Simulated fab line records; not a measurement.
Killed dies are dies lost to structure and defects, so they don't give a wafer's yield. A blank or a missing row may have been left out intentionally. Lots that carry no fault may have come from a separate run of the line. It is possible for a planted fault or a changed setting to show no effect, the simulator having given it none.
fab line records + flow n5_finfet
[record]
- lots = 5
- wafers = 15
- last_day = 17
route steps=1938 shown BEOL_M0_SAQP@687 BEOL_M4@1111 PASSIVATION@1936
lots with no fault: from the same line, run without faults
start_h: the number of hours between the record's first day and the start of the first shown wafer of the lot + wait_h: hours since the lot's step before + " unchanged from the row above + L1.1+2: a single row standing in for several wafers + - no value, or no start given + * or withheld: withheld + < > ~ a bound
route shown NAME@n: NAME is a module with steps in the file, n the number in the route of the first one + usual: mean/standard deviation of fault-free wafers + same: alike in all rows + chamber/n: place in a boat + sites: the reading at each site + _std_site: the standard deviation of these + _edge_site: mean of outer sites minus mean of inner sites + radius_mm: for every site, how far away it sits from the centre of the wafer + mask NAME#n: copy n + behind: tool/chamber where the wafer was last shaped + hold: cause of the lot's hold/its duration in hours/its outcome + device: which transistor (n, p or np) failed to switch + end of line: at the end of the route, the tests of the same wafers + where a step has no rows: the recipe by itself + killed: at the first sort, the dies lost to defects and structure; wafer yield is something else + map: per-die view of a wafer (x killed, . not killed, _ where there is no die)
set.NAME: setting as actually run; set.NAME@STEP: the setting as run at that earlier step + model.NAME: the simulator's own value behind a step, which no gauge read
lots at selected steps of the route; one table per step, one row per wafer
services: the hour from which a tool's chamber was out of use, counted from the record's first day as start_h (under 0 if before that day), plus the number of hours and why
[[steps]]
[step N5_BEOL_M0_SAQP_PEB_38]
[recipe]
- peb_temp_c = 100
- peb_time_s = 60
- resist = CAR-EUV
[step N5_BEOL_M0_SAQP_DEVELOP_39]
[recipe]
- develop_time_s = 30
- developer = TMAH
- resist = CAR-EUV
- rinse_liquid = surfactant_rinse
- dry = air_spin
- dev_temp_c = 23
[step N5_BEOL_M0_SAQP_DESCUM_45]
[recipe]
- chemistry = O2
- time_s = 7
- source_power_w = 50
- bias_power_w = 20
- pressure_mtorr = 20
- rf_frequency_hz = 2.712e+07
- temp_c = 40
- resist = CAR-EUV
- o2_flow_sccm = 225
[step N5_BEOL_M0_SAQP_ETCH_88]
[recipe]
- chemistry = N2/H2
- target = underlayer
- target_depth_a = 65
- time_s = 5.2
- ion_energy_ev = 200
- mask_material = CAR-EUV
- pressure_mtorr = 30
- source_w = 840
- bias_w = 150
- n2_flow_sccm = 200
- h2_flow_sccm = 200
- ends = cleared
[step N5_BEOL_M0_SAQP_ETCH_73]
[recipe]
- chemistry = CF4
- target = SiARC
- target_depth_a = 195
- mask_material = CAR-EUV
- time_s = 32.5
- ion_energy_ev = 80
- pressure_mtorr = 40
- source_w = 545
- bias_w = 36
- Ar_flow_sccm = 100
- cf4_flow_sccm = 100
- ends = cleared
[step N5_BEOL_M0_SAQP_CUT_ETCH_46]
[recipe]
- chemistry = N2/H2
- target = SOC
- target_depth_a = 1350
- overetch_a = 270
- temp_c = 40
- time_s = 202.5
- ion_energy_ev = 200
- mask_material = SiARC
- pressure_mtorr = 30
- source_w = 840
- bias_w = 150
- n2_flow_sccm = 200
- h2_flow_sccm = 200
[step N5_BEOL_M0_SAQP_STRIP_74]
[recipe]
- chemistry = N2/H2
- temp_c = 40
- n2_flow_sccm = 200
- h2_flow_sccm = 200
- rf_frequency_hz = 6e+07
[step N5_BEOL_M0_SAQP_STRIP_89]
[recipe]
- chemistry = N2/H2
- temp_c = 40
- n2_flow_sccm = 200
- h2_flow_sccm = 200
- rf_frequency_hz = 6e+07
[step N5_BEOL_M0_SAQP_ALD_48]
[recipe]
- material = SiO2
- target_thk_a = 200
- temp_c = 100
- ald_precursor_family = BDEAS
- ald_co_reactant = O2-plasma
- pulse_time_s = 1
- co_reactant_pulse_time_s = 1
- purge_time_s = 2
- co_reactant_purge_time_s = 2
- ald_cycles = 139
- pressure_torr = 2
[step N5_BEOL_M0_SAQP_ETCH_49]
[recipe]
- chemistry = CF4/O2
- target_depth_a = 370
- target = SiO2
- pressure_mtorr = 40
- source_w = 535
- bias_w = 49
- Ar_flow_sccm = 100
- cf4_flow_sccm = 100
- O2_flow_sccm = 10
- ion_energy_ev = 100
[usual]
- O2_flow_sccm = 10.01/0.03
- bias_w = 48.99/0.15
- drypump_motor_current_A = 5.7/0.35
- oes_product_au = 0.78/0.078
- rf_vpp_V = 240.4/2.3
- showerhead_plenum_p_Torr = 2.20/0.084
- throttle_valve_pct = 15.89/0.22
| lot.wafer | tool        | chamber | start_h | wait_h | O2_flow_sccm | bias_w | drypump_motor_current_A | oes_product_au | rf_hours_counter_h | rf_vpp_V | showerhead_plenum_p_Torr | throttle_valve_pct | model.SOC_of_BEOL_M0_SAQP_COAT_69.thk_nm | model.BEOL_M0_SAQP.feature_depth_nm | model.SiO2_of_BEOL_M0_SAQP_ALD_48.thk_nm |
|-----------|-------------|---------|---------|--------|--------------|--------|-------------------------|----------------|--------------------|----------|--------------------------|--------------------|------------------------------------------|-------------------------------------|------------------------------------------|
| L607.1    | rie_diel-06 | 1       | 134.98  | 0.3    | 9.94         | 48.96  | 5.9                     | 0.77           | 121                | 241.3    | 2.06                     | 16.24              | 71                                       | 37                                  | 14.6                                     |
| L607.2    | "           | 3       | "       | "      | 9.98         | 48.89  | 5.4                     | 0.68           | 250                | 239.5    | 2.09                     | 15.89              | 71.6                                     | 35.8                                | 15.8                                     |
| L607.5    | "           | 1       | "       | "      | 9.97         | 48.89  | 5.9                     | 0.78           | -                  | 240.5    | 2.06                     | 16.24              | 70.8                                     | 37.4                                | 14.2                                     |
| L614.2    | rie_diel-06 | 1       | 181.23  | 0.3    | -            | -      | -                       | -              | -                  | -        | -                        | -                  | 90.2                                     | 29.6                                | 20                                       |
| L614.3    | "           | 0       | "       | "      | -            | -      | -                       | -              | -                  | -        | -                        | -                  | 90.4                                     | 30.6                                | 20                                       |
| L614.5    | "           | 2       | "       | "      | -            | -      | -                       | -              | -                  | -        | -                        | -                  | 90                                       | 29.8                                | 20                                       |
| L615.2    | rie_diel-02 | 2       | 184.85  | 0.3    | -            | -      | -                       | -              | -                  | -        | -                        | -                  | 90.2                                     | 30.6                                | 20                                       |
| L615.3    | "           | 0       | "       | "      | -            | -      | -                       | -              | -                  | -        | -                        | -                  | 90.2                                     | 29.8                                | 20                                       |
| L615.6    | "           | 1       | "       | "      | -            | -      | -                       | -              | -                  | -        | -                        | -                  | 90                                       | 30.4                                | 20                                       |
| L616.1    | rie_diel-05 | 3       | 193.64  | 0.4    | -            | -      | -                       | -              | -                  | -        | -                        | -                  | 90.4                                     | 29.6                                | 20                                       |
| L616.2    | "           | 1       | "       | "      | -            | -      | -                       | -              | -                  | -        | -                        | -                  | 90.4                                     | 29.8                                | 20                                       |
| L616.5    | "           | 1       | "       | "      | -            | -      | -                       | -              | -                  | -        | -                        | -                  | 90.6                                     | 30.4                                | 20                                       |
| L621.4    | rie_diel-02 | 2       | 220.71  | 0.4    | 9.99         | 49.03  | 5.5                     | 0.78           | -                  | 239.9    | 2.13                     | 15.76              | 70.8                                     | 37.2                                | 14.4                                     |
| L621.5    | "           | 1       | "       | "      | 9.94         | 49.01  | 6.3                     | 0.77           | -                  | 243.0    | 2.31                     | 16.17              | 70.6                                     | 37                                  | 14.6                                     |
| L621.6    | "           | 3       | "       | "      | 10.00        | 48.96  | 5.4                     | 0.75           | -                  | 242.8    | 2.20                     | 16.00              | 70.6                                     | 36.8                                | 14.6                                     |
[step N5_BEOL_M0_SAQP_STRIP_75]
[recipe]
- chemistry = CF4
- resist = SiARC
- power_w = 300
- bias_power_w = 75
- pressure_mtorr = 50
- cf4_flow_sccm = 150
- rf_frequency_hz = 6e+07
[usual]
- drypump_motor_current_A = 5.7/0.35
- oes_product_au = 0.181/0.017
- rf_vpp_V = 271.1/1.6
- showerhead_plenum_p_Torr = 1.79/0.068
- throttle_valve_pct = 13.63/0.22
| lot.wafer | tool        | chamber | start_h | wait_h | drypump_motor_current_A | oes_product_au | rf_hours_counter_h | rf_vpp_V | showerhead_plenum_p_Torr | throttle_valve_pct | model.SiO2_of_BEOL_M0_SAQP_ALD_48.thk_nm |
|-----------|-------------|---------|---------|--------|-------------------------|----------------|--------------------|----------|--------------------------|--------------------|------------------------------------------|
| L607.1    | rie_diel-06 | 1       | 135.08  | 0.1    | 5.9                     | 0.180          | 121                | 269.3    | 1.68                     | 13.96              | 14.4                                     |
| L607.2    | "           | 3       | "       | "      | 5.3                     | 0.163          | 250                | 268.3    | 1.71                     | 13.70              | 15.6                                     |
| L607.5    | "           | 1       | "       | "      | 6.0                     | 0.177          | -                  | 267.9    | 1.68                     | 13.95              | 13.8                                     |
| L614.2    | rie_diel-06 | 1       | 181.33  | 0.1    | 5.9                     | 0.748          | 137                | 269.0    | 1.68                     | 14.00              | 19.8                                     |
| L614.3    | "           | 0       | "       | "      | 5.7                     | 0.805          | 105                | 273.1    | 1.88                     | 13.60              | 19.6                                     |
| L614.5    | "           | 2       | "       | "      | 5.9                     | 0.720          | -                  | 269.7    | 1.72                     | 13.92              | 19.8                                     |
| L615.2    | rie_diel-02 | 2       | 184.95  | 0.1    | 5.5                     | 0.768          | 111                | 270.6    | 1.73                     | 13.47              | 19.6                                     |
| L615.3    | "           | 0       | "       | "      | 5.4                     | 0.693          | 239                | 271.9    | 1.84                     | 13.69              | 19.6                                     |
| L615.6    | "           | 1       | "       | "      | 6.3                     | 0.774          | -                  | 270.2    | 1.89                     | 13.87              | 19.6                                     |
| L616.1    | rie_diel-05 | 3       | 193.74  | 0.1    | 5.5                     | 0.926          | 16                 | 269.4    | 1.76                     | 13.30              | 19.6                                     |
| L616.2    | "           | 1       | "       | "      | 5.2                     | 0.859          | 27                 | 271.4    | 1.76                     | 13.43              | 19.6                                     |
| L616.5    | "           | 1       | "       | "      | 5.2                     | 0.864          | -                  | 269.0    | 1.76                     | 13.45              | 19.6                                     |
| L621.4    | rie_diel-02 | 2       | 220.77  | 0.0    | 5.4                     | 0.181          | -                  | 270.0    | 1.73                     | 13.48              | 14.2                                     |
| L621.5    | "           | 1       | "       | "      | 6.3                     | 0.176          | -                  | 273.1    | 1.88                     | 13.91              | 14.4                                     |
| L621.6    | "           | 3       | "       | "      | 5.5                     | 0.177          | -                  | 271.5    | 1.79                     | 13.76              | 14.4                                     |
[step N5_BEOL_M4_RC_MEAS_101]
[usual]
- DIBL_N = 36.3/1.6
- DIBL_P = 36.5/1.6
- IOFF_N = 0.163/0.026
- IOFF_P = 0.22/0.033
- ION_N = 676/9.9
- ION_P = 464/6.5
- SS_N = 71.5/0.5
- SS_P = 73.3/0.64
- VT_N = 249.3/2.9
- VT_P = -250/3.2
| lot.wafer | tool      | chamber | start_h | wait_h | DIBL_N[mV/V] | DIBL_P[mV/V] | IOFF_N[nA/um] | IOFF_P[nA/um] | ION_N[uA/um] | ION_P[uA/um] | SS_N[mV/dec] | SS_P[mV/dec] | VT_N[mV] | VT_P[mV] |
|-----------|-----------|---------|---------|--------|--------------|--------------|---------------|---------------|--------------|--------------|--------------|--------------|----------|----------|
| L607.1    | prober-01 | 0       | 206.22  | 0.0    | 37.0         | 36.9         | 0.160         | 0.21          | 692          | 466          | 71.8         | 73.5         | 249.2    | -252     |
| L607.2    | "         | 0       | "       | "      | 37.8         | 38.6         | 0.189         | 0.25          | 680          | 470          | 72.1         | 74.1         | 245.7    | -248     |
| L607.5    | "         | 0       | "       | "      | 37.6         | 37.8         | 0.175         | 0.23          | 687          | 470          | 71.6         | 73.4         | 247.4    | -249     |
| L621.4    | prober-01 | 0       | 283.08  | 0.5    | 37.4         | 36.6         | 0.164         | 0.23          | 691          | 472          | 71.9         | 72.7         | 245.5    | -246     |
| L621.5    | "         | 0       | "       | "      | 37.8         | 36.6         | 0.180         | 0.22          | 690          | 474          | 71.4         | 72.9         | 244.9    | -247     |
| L621.6    | "         | 0       | "       | "      | 37.0         | 35.2         | 0.155         | 0.20          | 674          | 466          | 72.0         | 72.9         | 251.6    | -248     |
[step N5_PASSIVATION_PROBE_49]
[usual]
- defect_limited_yield = 91.2/1.5
- killed_at_M0_to_M3 = 32/9.6
- killed_at_M4_up = 13/5.3
- killed_at_contacts = 13/6.7
- killed_at_front_end = 42/11
- killed_at_other = 3.8/2.9
- killed_dies = 103/17
- killed_on_rim = 14/4.4
- killed_open = 67/13
- killed_short = 35/7.9
- sort_bin_5_function = 5.2/0.94
- sort_bin_6_memory = 3.3/0.64
- sort_n_pass = 1077/17
- sort_yield_pct = 91.2/1.5
[same]
- gross_dies = 1180
- killed_at_back_side = 0
- sort_bin_4_leakage[%] = 0
- sort_bin_8_speed[%] = 0
| lot.wafer | tool      | chamber | start_h | wait_h | defect_limited_yield[%] | killed_at_M0_to_M3 | killed_at_M4_up | killed_at_contacts | killed_at_front_end | killed_at_other | killed_dies | killed_on_rim | killed_open | killed_short | sort_bin_5_function[%] | sort_bin_6_memory[%] | sort_n_pass | sort_yield_pct[%] |
|-----------|-----------|---------|---------|--------|-------------------------|--------------------|-----------------|--------------------|---------------------|-----------------|-------------|---------------|-------------|--------------|------------------------|----------------------|-------------|-------------------|
| L614.2    | prober-01 | -       | 367.08  | 0.1    | 0                       | 1125               | 6               | 10                 | 34                  | 5               | 1180        | 152           | 56          | 38           | 96.8                   | 2.7                  | 0           | 0                 |
| L614.3    | prober-01 | -       | 367.13  | 0.1    | 0                       | 1111               | 11              | 8                  | 43                  | 7               | 1180        | 152           | 63          | 31           | 96.9                   | 3.0                  | 0           | 0                 |
| L614.5    | prober-01 | -       | 367.23  | 0.2    | 0                       | 1108               | 7               | 10                 | 46                  | 9               | 1180        | 152           | 61          | 27           | 97.3                   | 2.5                  | 0           | 0                 |
| L615.2    | prober-02 | -       | 371.22  | 0.1    | 0                       | 1120               | 8               | 17                 | 35                  | 0               | 1180        | 152           | 69          | 41           | 96.2                   | 3.5                  | 0           | 0                 |
| L615.3    | prober-02 | -       | 371.27  | 0.1    | 0                       | 1109               | 14              | 24                 | 33                  | 0               | 1180        | 152           | 70          | 40           | 96.4                   | 3.3                  | 0           | 0                 |
| L615.6    | prober-02 | -       | 371.42  | 0.3    | 0                       | 1096               | 12              | 25                 | 45                  | 2               | 1180        | 152           | 73          | 44           | 95.7                   | 3.8                  | 0           | 0                 |
| L616.1    | prober-01 | -       | 376.38  | 0.0    | 0                       | 1104               | 8               | 9                  | 56                  | 3               | 1180        | 152           | 55          | 47           | 97.1                   | 2.9                  | 0           | 0                 |
| L616.2    | prober-01 | -       | 376.43  | 0.1    | 0                       | 1103               | 12              | 16                 | 48                  | 1               | 1180        | 152           | 63          | 42           | 96.7                   | 3.1                  | 0           | 0                 |
| L616.5    | prober-01 | -       | 376.58  | 0.2    | 0                       | 1108               | 9               | 10                 | 52                  | 1               | 1180        | 152           | 60          | 45           | 96.7                   | 3.0                  | 0           | 0                 |
| L621.5    | prober-02 | -       | 414.86  | 0.2    | 91.1                    | 32                 | 12              | 23                 | 34                  | 4               | 105         | 13            | 77          | 25           | 5.5                    | 3.2                  | 1075        | 91.1              |
| L621.6    | prober-02 | -       | 414.91  | 0.3    | 89.5                    | 41                 | 9               | 25                 | 46                  | 3               | 124         | 17            | 78          | 43           | 6.6                    | 3.6                  | 1056        | 89.5              |
// killed by level:class
L614.2 BEOL_M0_SAQP:area_etch=1086 BEOL_M3:geometric_particle:open=9 STI_FIN_REVEAL:geometric_particle:open=8 MOL_CONTACT_COAG:geometric_particle:open=8 STI_FIN_REVEAL:geometric_particle:short=5 DUMMY_GATE:geometric_particle:open=5 GATE_CUT:geometric_particle:open=5 BEOL_M0:geometric_particle:short=5
L614.3 BEOL_M0_SAQP:area_etch=1084 DUMMY_GATE:geometric_particle:open=10 BEOL_M3:geometric_particle:open=10 FIN_SAQP:geometric_particle:short=6 FIN_SAQP:geometric_particle:open=5 STI_FIN_REVEAL:geometric_particle:open=5 MOL_CONTACT_COAG:geometric_particle:open=5 DUMMY_GATE:geometric_particle:short=4
L614.5 BEOL_M0_SAQP:area_etch=1090 STI_FIN_REVEAL:geometric_particle:open=12 DUMMY_GATE:geometric_particle:open=12 BEOL_M3:geometric_particle:open=8 MOL_CONTACT_COAG:geometric_particle:open=7 FIN_SAQP:geometric_particle:short=5 GATE_CUT:geometric_particle:short=5 BEOL_M4:geometric_particle:open=4
L615.2 BEOL_M0_SAQP:area_etch=1070 BEOL_M0_SAQP:geometric_particle:open=20 BEOL_M0_SAQP:geometric_particle:short=17 MOL_CONTACT_COAG:geometric_particle:open=13 FIN_SAQP:geometric_particle:open=9 FIN_SAQP:geometric_particle:short=7 STI_FIN_REVEAL:geometric_particle:open=6 MOL_CONTACT_COAG:geometric_particle:short=4
L615.3 BEOL_M0_SAQP:area_etch=1070 MOL_CONTACT_COAG:geometric_particle:open=15 FIN_SAQP:geometric_particle:short=10 BEOL_M0_SAQP:geometric_particle:open=10 BEOL_M0_SAQP:geometric_particle:short=10 MOL_CONTACT_COAG:geometric_particle:short=9 FIN_SAQP:geometric_particle:open=6 BEOL_M3:geometric_particle:open=6
L615.6 BEOL_M0_SAQP:area_etch=1063 MOL_CONTACT_COAG:geometric_particle:open=19 STI_FIN_REVEAL:geometric_particle:open=9 BEOL_M0_SAQP:geometric_particle:short=9 FIN_SAQP:geometric_particle:open=8 BEOL_M0_SAQP:geometric_particle:open=7 MOL_CONTACT_COAG:geometric_particle:short=6 BEOL_M4:geometric_particle:open=5
L616.1 BEOL_M0_SAQP:area_etch=1077 FIN_SAQP:geometric_particle:short=16 FIN_SAQP:geometric_particle:open=12 GATE_CUT:geometric_particle:short=8 DUMMY_GATE:geometric_particle:open=7 BEOL_M2:geometric_particle:open=7 BEOL_M0_SAQP:geometric_particle:short=6 BEOL_M0_SAQP:geometric_particle:open=6
L616.2 BEOL_M0_SAQP:area_etch=1074 FIN_SAQP:geometric_particle:open=14 MOL_CONTACT_COAG:geometric_particle:open=12 GATE_CUT:geometric_particle:short=10 BEOL_M0_SAQP:geometric_particle:short=10 FIN_SAQP:geometric_particle:short=6 BEOL_M4:geometric_particle:open=6 BEOL_M0_SAQP:geometric_particle:open=5
L616.5 BEOL_M0_SAQP:area_etch=1075 FIN_SAQP:geometric_particle:short=15 BEOL_M0_SAQP:geometric_particle:open=14 FIN_SAQP:geometric_particle:open=10 MOL_CONTACT_COAG:geometric_particle:short=6 BEOL_M0_SAQP:geometric_particle:short=6 DUMMY_GATE:geometric_particle:open=5 GATE_CUT:geometric_particle:short=5
L621.5 MOL_CONTACT_COAG:geometric_particle:open=19 STI_FIN_REVEAL:geometric_particle:open=12 FIN_SAQP:geometric_particle:open=8 BEOL_M2:geometric_particle:open=7 BEOL_M0_SAQP:geometric_particle:open=7 BEOL_M0_SAQP:geometric_particle:short=6 BEOL_M4:geometric_particle:open=5 BEOL_M1:geometric_particle:open=5
L621.6 MOL_CONTACT_COAG:geometric_particle:open=16 FIN_SAQP:geometric_particle:open=15 BEOL_M2:geometric_particle:open=13 FIN_SAQP:geometric_particle:short=10 MOL_CONTACT_COAG:geometric_particle:short=9 BEOL_M0_SAQP:geometric_particle:short=6 GATE_CUT:geometric_particle:short=5 BEOL_M0_SAQP:geometric_particle:open=5
// map L614.2 (x killed, . not)
_________________xxxxxxxxxxxx________________
______________xxxxxxxxxxxxxxxxxx_____________
___________xxxxxxxxxxxxxxxxxxxxxxxx__________
__________xxxxxxxxxxxxxxxxxxxxxxxxxx_________
________xxxxxxxxxxxxxxxxxxxxxxxxxxxxxx_______
_______xxxxxxxxxxxxxxxxxxxxxxxxxxxxxxxx______
______xxxxxxxxxxxxxxxxxxxxxxxxxxxxxxxxxx_____
_____xxxxxxxxxxxxxxxxxxxxxxxxxxxxxxxxxxxx____
____xxxxxxxxxxxxxxxxxxxxxxxxxxxxxxxxxxxxxx___
___xxxxxxxxxxxxxxxxxxxxxxxxxxxxxxxxxxxxxxxx__
___xxxxxxxxxxxxxxxxxxxxxxxxxxxxxxxxxxxxxxxx__
__xxxxxxxxxxxxxxxxxxxxxxxxxxxxxxxxxxxxxxxxxx_
__xxxxxxxxxxxxxxxxxxxxxxxxxxxxxxxxxxxxxxxxxx_
_xxxxxxxxxxxxxxxxxxxxxxxxxxxxxxxxxxxxxxxxxxxx
_xxxxxxxxxxxxxxxxxxxxxxxxxxxxxxxxxxxxxxxxxxxx
_xxxxxxxxxxxxxxxxxxxxxxxxxxxxxxxxxxxxxxxxxxxx
_xxxxxxxxxxxxxxxxxxxxxxxxxxxxxxxxxxxxxxxxxxxx
_xxxxxxxxxxxxxxxxxxxxxxxxxxxxxxxxxxxxxxxxxxxx
_xxxxxxxxxxxxxxxxxxxxxxxxxxxxxxxxxxxxxxxxxxxx
_xxxxxxxxxxxxxxxxxxxxxxxxxxxxxxxxxxxxxxxxxxxx
_xxxxxxxxxxxxxxxxxxxxxxxxxxxxxxxxxxxxxxxxxxxx
__xxxxxxxxxxxxxxxxxxxxxxxxxxxxxxxxxxxxxxxxxx_
__xxxxxxxxxxxxxxxxxxxxxxxxxxxxxxxxxxxxxxxxxx_
___xxxxxxxxxxxxxxxxxxxxxxxxxxxxxxxxxxxxxxxx__
___xxxxxxxxxxxxxxxxxxxxxxxxxxxxxxxxxxxxxxxx__
____xxxxxxxxxxxxxxxxxxxxxxxxxxxxxxxxxxxxxx___
_____xxxxxxxxxxxxxxxxxxxxxxxxxxxxxxxxxxxx____
______xxxxxxxxxxxxxxxxxxxxxxxxxxxxxxxxxx_____
_______xxxxxxxxxxxxxxxxxxxxxxxxxxxxxxxx______
________xxxxxxxxxxxxxxxxxxxxxxxxxxxxxx_______
__________xxxxxxxxxxxxxxxxxxxxxxxxxx_________
___________xxxxxxxxxxxxxxxxxxxxxxxx__________
______________xxxxxxxxxxxxxxxxxx_____________
_________________xxxxxxxxxxxx________________
// map L615.2 (x killed, . not)
_________________xxxxxxxxxxxx________________
______________xxxxxxxxxxxxxxxxxx_____________
___________xxxxxxxxxxxxxxxxxxxxxxxx__________
__________xxxxxxxxxxxxxxxxxxxxxxxxxx_________
________xxxxxxxxxxxxxxxxxxxxxxxxxxxxxx_______
_______xxxxxxxxxxxxxxxxxxxxxxxxxxxxxxxx______
______xxxxxxxxxxxxxxxxxxxxxxxxxxxxxxxxxx_____
_____xxxxxxxxxxxxxxxxxxxxxxxxxxxxxxxxxxxx____
____xxxxxxxxxxxxxxxxxxxxxxxxxxxxxxxxxxxxxx___
___xxxxxxxxxxxxxxxxxxxxxxxxxxxxxxxxxxxxxxxx__
___xxxxxxxxxxxxxxxxxxxxxxxxxxxxxxxxxxxxxxxx__
__xxxxxxxxxxxxxxxxxxxxxxxxxxxxxxxxxxxxxxxxxx_
__xxxxxxxxxxxxxxxxxxxxxxxxxxxxxxxxxxxxxxxxxx_
_xxxxxxxxxxxxxxxxxxxxxxxxxxxxxxxxxxxxxxxxxxxx
_xxxxxxxxxxxxxxxxxxxxxxxxxxxxxxxxxxxxxxxxxxxx
_xxxxxxxxxxxxxxxxxxxxxxxxxxxxxxxxxxxxxxxxxxxx
_xxxxxxxxxxxxxxxxxxxxxxxxxxxxxxxxxxxxxxxxxxxx
_xxxxxxxxxxxxxxxxxxxxxxxxxxxxxxxxxxxxxxxxxxxx
_xxxxxxxxxxxxxxxxxxxxxxxxxxxxxxxxxxxxxxxxxxxx
_xxxxxxxxxxxxxxxxxxxxxxxxxxxxxxxxxxxxxxxxxxxx
_xxxxxxxxxxxxxxxxxxxxxxxxxxxxxxxxxxxxxxxxxxxx
__xxxxxxxxxxxxxxxxxxxxxxxxxxxxxxxxxxxxxxxxxx_
__xxxxxxxxxxxxxxxxxxxxxxxxxxxxxxxxxxxxxxxxxx_
___xxxxxxxxxxxxxxxxxxxxxxxxxxxxxxxxxxxxxxxx__
___xxxxxxxxxxxxxxxxxxxxxxxxxxxxxxxxxxxxxxxx__
____xxxxxxxxxxxxxxxxxxxxxxxxxxxxxxxxxxxxxx___
_____xxxxxxxxxxxxxxxxxxxxxxxxxxxxxxxxxxxx____
______xxxxxxxxxxxxxxxxxxxxxxxxxxxxxxxxxx_____
_______xxxxxxxxxxxxxxxxxxxxxxxxxxxxxxxx______
________xxxxxxxxxxxxxxxxxxxxxxxxxxxxxx_______
__________xxxxxxxxxxxxxxxxxxxxxxxxxx_________
___________xxxxxxxxxxxxxxxxxxxxxxxx__________
______________xxxxxxxxxxxxxxxxxx_____________
_________________xxxxxxxxxxxx________________
[[services]]
| tool        | chamber | start_h | hours | kind                          |
|-------------|---------|---------|-------|-------------------------------|
| rie_diel-06 | 0       | 151.75  | 8.8   | repair                        |
| rie_diel-06 | 3       | 160.69  | -     | clean                         |
| rie_diel-06 | 3       | 160.69  | -     | consumable_replace:focus_ring |
| rie_diel-06 | 3       | 160.69  | -     | consumable_replace:showerhead |
| rie_diel-06 | 3       | 160.69  | 18.1  | scheduled_down                |
| rie_diel-06 | 3       | 160.69  | 18.1  | vent_cycle                    |
| rie_diel-06 | 1       | 185.66  | 1.9   | repair                        |
| rie_diel-02 | 2       | 186.31  | 1.2   | repair                        |
| rie_diel-02 | -       | 211.42  | 0.1   | repair                        |
| rie_diel-02 | 0       | 219.73  | -     | clean                         |
| rie_diel-02 | 0       | 219.73  | -     | consumable_replace:focus_ring |
| rie_diel-02 | 0       | 219.73  | 32.4  | scheduled_down                |
| rie_diel-02 | 0       | 219.73  | 32.4  | vent_cycle                    |
[[key]]
[first_sign]
- step = N5_BEOL_M0_SAQP_ETCH_49
- reading = tool_record
- direction = missing
[effect]
- step = N5_BEOL_M0_SAQP_STRIP_75
- reading = oes_product_au
- direction = up
- sigmas = 37
- usual = 0.181
- struck = 0.795
[effect]
- step = N5_PASSIVATION_PROBE_49
- reading = killed_at_M0_to_M3
- direction = up
- sigmas = 99+
- usual = 32
- struck = 1109
[model_effect]
- step = N5_BEOL_M0_SAQP_ETCH_49
- value = SOC_of_BEOL_M0_SAQP_COAT_69.thk_nm
- without = 70.89
- struck = 90.27
[model_effect]
- step = N5_BEOL_M0_SAQP_STRIP_75
- value = SiO2_of_BEOL_M0_SAQP_ALD_48.thk_nm
- without = 14.36
- struck = 19.64
[more_kills_born_at]
- N5_BEOL_M0_SAQP_ETCH_49@rie_diel-06 = 3260
- N5_BEOL_M0_SAQP_ETCH_49@rie_diel-05 = 3226
- N5_BEOL_M0_SAQP_ETCH_49@rie_diel-02 = 3203
met_at N5_BEOL_M0_SAQP_ETCH_49
struck_wafers L614.2,L614.3,L614.5,L615.2,L615.3,L615.6,L616.1,L616.2,L616.5
later_rows_left_out L614.2,L614.3,L614.5,L615.2,L615.3,L615.6,L616.1,L616.2,L616.5
onset_between 134.98 181.23
[fault]
- kind = skipped_step_whole
- tool = rie_diel-02,rie_diel-05,rie_diel-06
- chamber = -
- onset_h = 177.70
- steps = N5_BEOL_M0_SAQP_ETCH_49
- scope = struck_lots_only
// later_rows_left_out: the simulator's readings of these wafers behind a module that went badly wrong aren't trusted and aren't shown, but for the sort
